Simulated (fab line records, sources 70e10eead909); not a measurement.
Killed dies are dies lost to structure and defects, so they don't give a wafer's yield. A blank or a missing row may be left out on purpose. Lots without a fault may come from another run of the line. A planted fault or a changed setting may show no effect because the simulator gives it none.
Which tool did it? | flow nand_harc | 12 lots, 36 wafers sampled, at 5 steps of a route of 1302

WHAT THE GAUGES READ, wafer by wafer
NHARC_END_SORT_01. Usual: killed_at_array 55, standard deviation 22; killed_at_other 1.1, standard deviation 1.4; killed_at_periphery 4, standard deviation 3.2; killed_dies 59, standard deviation 22; killed_open 3.3, standard deviation 1.8; killed_short 2.5, standard deviation 1.5.
lot  | measured     | on        | killed_at_array | killed_at_other | killed_at_periphery | killed_dies | killed_open | killed_short | flag
L590 | day 24 08:31 | prober-02 | 90 78 90        | 0 0 0           | 1 3 2               | 91 81 92    | 2 2 1       | 2 2 2        |
L592 | day 25 03:56 | prober-02 | 26 48 28        | 1 4 3           | 2 3 2               | 29 55 33    | 5 2 2       | 2 2 2        |
L593 | day 25 03:58 | prober-01 | 54 62 63        | 4 2 0           | 1 1 2               | 59 65 65    | 4 4 2       | 4 5 2        |
L596 | day 27 21:58 | prober-01 | 90 64 76        | 0 1 0           | 4 0 0               | 94 65 76    | 5 2 2       | 8 7 2        |
L602 | day 29 17:55 | prober-02 | 106 113 72      | 0 0 2           | 3 1 6               | 109 114 80  | 3 3 3       | 3 3 1        |
L604 | day 30 20:51 | prober-01 | 63 56 68        | 1 1 1           | 2 1 3               | 66 58 72    | 4 5 4       | 3 1 2        |
L607 | day 31 05:25 | prober-01 | 672 675 670     | 2 0 5           | 3 2 2               | 677 677 677 | 3 1 3       | 2 2 3        | OFF
L609 | day 32 00:50 | prober-02 | 675 674 674     | 0 0 1           | 2 3 2               | 677 677 677 | 4 3 3       | 0 1 5        | OFF
L610 | day 33 22:14 | prober-02 | 674 674 673     | 1 0 2           | 2 3 2               | 677 677 677 | 3 8 4       | 3 2 3        | OFF
L612 | day 33 08:35 | prober-02 | 18 23 22        | 1 3 0           | 1 3 0               | 20 29 22    | 3 3 0       | 1 2 3        |
L611 | day 33 08:35 | prober-01 | 61 74 70        | 2 2 1           | 3 1 0               | 66 77 71    | 5 7 3       | 3 2 1        |
L613 | day 33 18:37 | prober-01 | 66 61 64        | 0 0 0           | 2 3 1               | 68 64 65    | 3 1 3       | 3 1 4        |

WHICH TOOL RAN EACH LOT (tool, then ch and the chambers of the sampled wafers, then the start)
lot  | NHARC_A_STAIRCASE_STRIP_205          | NHARC_A_STAIRCASE_ETCH_223                    | NHARC_A_STAIRCASE_ETCH_234         | NHARC_A_STAIRCASE_ETCH_236
L590 | plasma_asher-02 ch 0,1, day 15 23:43 | rie_diel-09 ch 2,3, day 16 02:53 or earlier   | rie_diel-12 ch 1,2, day 16 02:53   | rie_diel-12 ch 1,2,3, day 24 08:31 or earlier
L592 | plasma_asher-01 ch 0,1, day 16 20:44 | rie_diel-09 ch 0,2, day 17 00:01 or earlier   | rie_diel-06 ch 0,2, day 17 00:01   | rie_diel-06 ch 0,1, day 25 03:56 or earlier
L593 | plasma_asher-01 ch 0,1, day 17 02:50 | rie_diel-12 ch 0,2,3, day 17 05:59 or earlier | rie_diel-06 ch 0,1,3, day 17 05:59 | rie_diel-06 ch 0,1,2, day 25 03:58 or earlier
L596 | plasma_asher-02 ch 0,1, day 19 04:49 | rie_diel-09 ch 2,3, day 19 12:09 or earlier   | rie_diel-12 ch 0,1, day 19 12:09   | rie_diel-12 ch 0,3, day 27 21:58 or earlier
L602 | plasma_asher-02 ch 1, day 20 18:14   | rie_diel-09 ch 1,3, day 21 01:08 or earlier   | rie_diel-12 ch 1,3, day 21 01:08   | rie_diel-12 ch 0,2,3, day 29 17:55 or earlier
L604 | plasma_asher-02 ch 0,1, day 22 11:57 | rie_diel-06 ch 2,3, day 22 15:41 or earlier   | rie_diel-06 ch 0,2,3, day 22 15:41 | rie_diel-06 ch 0,1,3, day 30 20:51 or earlier
L607 | plasma_asher-02 ch 0,1, day 23 01:31 | rie_diel-06 ch 0,2, day 23 05:20 or earlier   | rie_diel-06 ch 0,3, day 23 05:20   | rie_diel-06 ch 1,2,3, day 31 05:25 or earlier
L609 | plasma_asher-02 ch 0,1, day 23 15:59 | rie_diel-06 ch 1,2, day 23 19:10 or earlier   | rie_diel-12 ch 2,3, day 23 19:10   | rie_diel-12 ch 1,2, day 32 00:50 or earlier
L610 | plasma_asher-01 ch 0, day 24 11:20   | rie_diel-06 ch 0,1, day 24 14:26 or earlier   | rie_diel-06 ch 0,2, day 24 14:26   | rie_diel-06 ch 0,3, day 33 22:14 or earlier
L612 | plasma_asher-01 ch 1, day 24 16:44   | rie_diel-06 ch 0,1, day 24 19:55 or earlier   | rie_diel-06 ch 0,1,2, day 24 19:55 | rie_diel-06 ch 1,2, day 33 08:35 or earlier
L611 | plasma_asher-01 ch 0,1, day 25 02:44 | rie_diel-06 ch 1,2,3, day 25 06:05 or earlier | rie_diel-06 ch 0,1,2, day 25 06:05 | rie_diel-06 ch 0,3, day 33 08:35 or earlier
L613 | plasma_asher-01 ch 1, day 25 04:47   | rie_diel-06 ch 0,1,3, day 25 07:57 or earlier | rie_diel-12 ch 0,2,3, day 25 07:57 | rie_diel-12 ch 1,2,3, day 33 18:37 or earlier
- NHARC_A_STAIRCASE_STRIP_205: strips in O2.
- NHARC_A_STAIRCASE_ETCH_223: etches the open film in C4F8/O2, target depth 100 nm, time 40.5 s.
- NHARC_A_STAIRCASE_ETCH_234: etches the open film in C4F8/O2, target depth 100 nm, time 40.5 s.
- NHARC_A_STAIRCASE_ETCH_236: etches the open film in C4F8/O2, target depth 100 nm, time 40.5 s.

WHAT THE TOOLS THEMSELVES READ (means of the sampled wafers that have a number; where no wafer has one, the mark that the record gives instead)
NHARC_A_STAIRCASE_STRIP_205. Usual: drypump_motor_current_A 5.7 A, standard deviation 0.35; heater_power_w 342 W, standard deviation 21.
lot  | tool            | drypump_motor_current_A (A) | heater_power_w (W) | flag
L590 | plasma_asher-02 | 5.5                         | 346                |
L592 | plasma_asher-01 | 6.0                         | 331                |
L593 | plasma_asher-01 | 5.7                         | 349                |
L596 | plasma_asher-02 | 5.4                         | 347                |
L602 | plasma_asher-02 | 5.9                         | 347                |
L604 | plasma_asher-02 | 5.5                         | 348                |
L607 | plasma_asher-02 | 5.4                         | 349                |
L609 | plasma_asher-02 | 5.7                         | 350                |
L610 | plasma_asher-01 | 6.1                         | 310                |
L612 | plasma_asher-01 | 5.5                         | 341                |
L611 | plasma_asher-01 | 5.7                         | 334                |
L613 | plasma_asher-01 | 5.5                         | 341                |

NHARC_A_STAIRCASE_ETCH_223. Usual: bias_w 1000.0 W, standard deviation 2.9; chamber_pressure_mTorr 24.999 mTorr, standard deviation 0.021; oes_product_au 0.942 a.u., standard deviation 0.0099; rf_vpp_V 894 V, standard deviation 7.2.
lot  | tool        | bias_w (W) | chamber_pressure_mTorr (mTorr) | oes_product_au (a.u.) | rf_vpp_V (V) | flag
L590 | rie_diel-09 | 1001.1     | 24.982                         | 0.945                 | 899          |
L592 | rie_diel-09 | 1001.2     | 25.002                         | 0.930                 | 893          |
L593 | rie_diel-12 | 998.7      | 25.019                         | 0.953                 | 891          |
L596 | rie_diel-09 | 999.0      | 24.997                         | 0.934                 | 892          |
L602 | rie_diel-09 | 999.5      | 25.018                         | 0.935                 | 902          |
L604 | rie_diel-06 | 1002.4     | 25.004                         | 0.943                 | 891          |
L607 | rie_diel-06 | 1002.1     | 24.986                         | 0.943                 | 891          |
L609 | rie_diel-06 | 998.1      | 24.994                         | 0.950                 | 896          |
L610 | rie_diel-06 | 1003.4     | 25.005                         | 0.955                 | 898          |
L612 | rie_diel-06 | 999.2      | 25.011                         | 0.951                 | 894          |
L611 | rie_diel-06 | 998.3      | 24.994                         | 0.933                 | 894          |
L613 | rie_diel-06 | 997.5      | 25.007                         | 0.933                 | 893          |

NHARC_A_STAIRCASE_ETCH_234. Usual: bias_w 1000.1 W, standard deviation 3; chamber_pressure_mTorr 25.002 mTorr, standard deviation 0.023; oes_product_au 0.945 a.u., standard deviation 0.013; rf_vpp_V 895 V, standard deviation 7.1.
lot  | tool        | bias_w (W) | chamber_pressure_mTorr (mTorr) | oes_product_au (a.u.) | rf_vpp_V (V) | flag
L590 | rie_diel-12 | 999.0      | 24.988                         | 0.953                 | 889          |
L592 | rie_diel-06 | 998.8      | 24.996                         | 0.958                 | 891          |
L593 | rie_diel-06 | 999.5      | 25.017                         | 0.949                 | 894          |
L596 | rie_diel-12 | 1001.7     | 24.995                         | 0.959                 | 895          |
L602 | rie_diel-12 | 999.7      | 24.993                         | 0.949                 | 899          |
L604 | rie_diel-06 | 999.5      | 24.993                         | 0.933                 | 890          |
L607 | rie_diel-06 | -          | -                              | -                     | -            | OFF
L609 | rie_diel-12 | -          | -                              | -                     | -            | OFF
L610 | rie_diel-06 | -          | -                              | -                     | -            | OFF
L612 | rie_diel-06 | 999.8      | 25.028                         | 0.949                 | 895          |
L611 | rie_diel-06 | 1000.6     | 25.019                         | 0.943                 | 895          |
L613 | rie_diel-12 | 1002.9     | 25.019                         | 0.948                 | 897          |

NHARC_A_STAIRCASE_ETCH_236. Usual: bias_w 1000.1 W, standard deviation 2.8; chamber_pressure_mTorr 24.999 mTorr, standard deviation 0.021; oes_product_au 0.944 a.u., standard deviation 0.012; rf_vpp_V 895 V, standard deviation 7.2.
lot  | tool        | bias_w (W) | chamber_pressure_mTorr (mTorr) | oes_product_au (a.u.) | rf_vpp_V (V) | flag
L590 | rie_diel-12 | 996.7      | 25.006                         | 0.949                 | 889          |
L592 | rie_diel-06 | 999.9      | 25.011                         | 0.956                 | 899          |
L593 | rie_diel-06 | 999.5      | 24.988                         | 0.947                 | 896          |
L596 | rie_diel-12 | 1002.0     | 25.017                         | 0.967                 | 890          |
L602 | rie_diel-12 | 1001.2     | 24.987                         | 0.949                 | 898          |
L604 | rie_diel-06 | 1000.4     | 24.992                         | 0.933                 | 893          |
L607 | rie_diel-06 | 1001.0     | 25.008                         | 0.942                 | 895          |
L609 | rie_diel-12 | 999.1      | 24.998                         | 0.957                 | 888          |
L610 | rie_diel-06 | 999.3      | 24.989                         | 0.935                 | 888          |
L612 | rie_diel-06 | 1002.0     | 25.009                         | 0.951                 | 900          |
L611 | rie_diel-06 | 996.3      | 24.998                         | 0.941                 | 888          |
L613 | rie_diel-12 | 998.5      | 24.985                         | 0.956                 | 893          |

THE ANSWER, worked out from the rows above alone
Rule: a lot is off if the mean of its wafers that have a number lies more than 3 standard deviations from the usual mean. A lot without any number at a reading at which 4 lots or more have one is off too. The other lots that the step has rows for count as sound. The gauges are gone through in route order, then the tools' own readings, and for those a lot's mean is taken as printed above. The first step at which some lot is off is used, and at that step the reading that is off furthest; a lot without a number counts as furthest.
Off: L607, L609, L610, at NHARC_END_SORT_01 (killed_at_array).
A tool fits if, at a process step before that reading, it ran every lot that is off, and no sound lot after the first of them. The gauges at NHARC_END_SORT_01 aren't tried: what is off there is off at NHARC_A_STAIRCASE_ETCH_234 too, on other tools, and a gauge's error can't cause that. NHARC_A_STAIRCASE_ETCH_223 gives no start for some lots, so the hours and the order of its lots are those of NHARC_A_STAIRCASE_ETCH_234. NHARC_A_STAIRCASE_ETCH_236 gives no start for some lots, so the hours and the order of its lots are those of NHARC_END_SORT_01. None of those tried fits.

WHAT THE SIMULATOR HAD PUT IN
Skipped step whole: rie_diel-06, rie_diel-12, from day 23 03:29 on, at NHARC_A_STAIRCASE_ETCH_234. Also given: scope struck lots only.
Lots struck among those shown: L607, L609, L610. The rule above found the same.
